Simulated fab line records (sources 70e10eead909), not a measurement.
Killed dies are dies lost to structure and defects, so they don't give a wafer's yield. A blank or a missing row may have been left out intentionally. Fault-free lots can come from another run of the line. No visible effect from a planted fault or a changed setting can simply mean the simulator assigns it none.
Matching of chambers | flow nand-harc | NHARC_P_BONDPAD_ETCH_24 on rie-diel-12 has 4 sister chambers
The step etches the open film in CF4/N2, target depth 30 nm, time 72.99 s. 16 wafers are shown with their chamber, then 7 later ones without.

## WAFERS, EACH WITH ITS CHAMBER
wafer  | chamber | showerhead-plenum-p-Torr (Torr) | drypump-motor-current-A (A) | oes-product-au (a.u.)
L814.2 | 1       | 2.62                            | 5.3                         | 0.977
L814.4 | 2       | 2.50                            | 5.2                         | 1.022
L814.6 | 1       | 2.62                            | 5.3                         | 0.986
L817.3 | 2       | 2.50                            | 5.3                         | 1.012
L817.5 | 0       | 2.57                            | 5.8                         | 1.016
L817.6 | 1       | 2.62                            | 5.3                         | 0.994
L818.1 | 1       | 2.62                            | 5.3                         | 0.992
L818.2 | 0       | 2.57                            | 5.9                         | 1.018
L818.3 | 2       | 2.50                            | 5.2                         | 1.029
L819.2 | 3       | 2.75                            | 5.8                         | 0.994
L819.4 | 0       | 2.56                            | 5.9                         | 1.012
L819.5 | 0       | 2.56                            | 5.8                         | 1.011
L823.1 | 1       | 2.61                            | 5.3                         | 0.976
L823.2 | 2       | 2.50                            | 5.3                         | 1.012
L823.3 | 3       | 2.75                            | 5.8                         | 0.990
L824.1 | 2       | 2.50                            | 5.2                         | 1.010

SIGNATURES (averages over the wafers above)
reading                  | chamber 0 | chamber 1 | chamber 2 | chamber 3 | scatter within a chamber
showerhead-plenum-p-Torr | 2.5650    | 2.6180    | 2.5000    | 2.7500    | 0.00387
drypump-motor-current-A  | 5.850     | 5.300     | 5.240     | 5.800     | 0.0428
oes-product-au           | 1.01425   | 0.98500   | 1.01700   | 0.99200   | 0.00698
Rule: for each reading, subtract the chamber's mean from the wafer's reading, divide by that reading's scatter and square the result; add these up over the readings and take the root, which gives the wafer's distance from the chamber. The wafer belongs to the nearest chamber; if the next one is less than 2 further off, it can't be placed. The scatter: take each reading less its chamber's mean, square it, sum over the shown wafers, divide by the number of wafers less the number of chambers, and take the root.

## WAFERS WHOSE CHAMBER IS MISSING
wafer  | showerhead-plenum-p-Torr (Torr) | drypump-motor-current-A (A) | oes-product-au (a.u.)
L824.3 | 2.75                            | 5.8                         | 0.993
L824.4 | 2.56                            | 5.8                         | 1.009
L825.3 | 2.50                            | 5.2                         | 0.994
L825.5 | 2.75                            | 5.8                         | 1.009
L827.4 | 2.56                            | 5.8                         | 1.004
L827.5 | 2.61                            | 5.3                         | 0.990
L830.3 | 2.61                            | 5.3                         | 1.004

## EACH ONE'S CHAMBER
wafer  | from the rows above | in truth
L824.3 | 3                   | 3
L824.4 | 0                   | 0
L825.3 | 2                   | 2
L825.5 | 3                   | 3
L827.4 | 0                   | 0
L827.5 | 1                   | 1
L830.3 | 1                   | 1
Placed correctly: 7 of 7. Number that these rows cannot place: 0. Wrongly placed: 0.
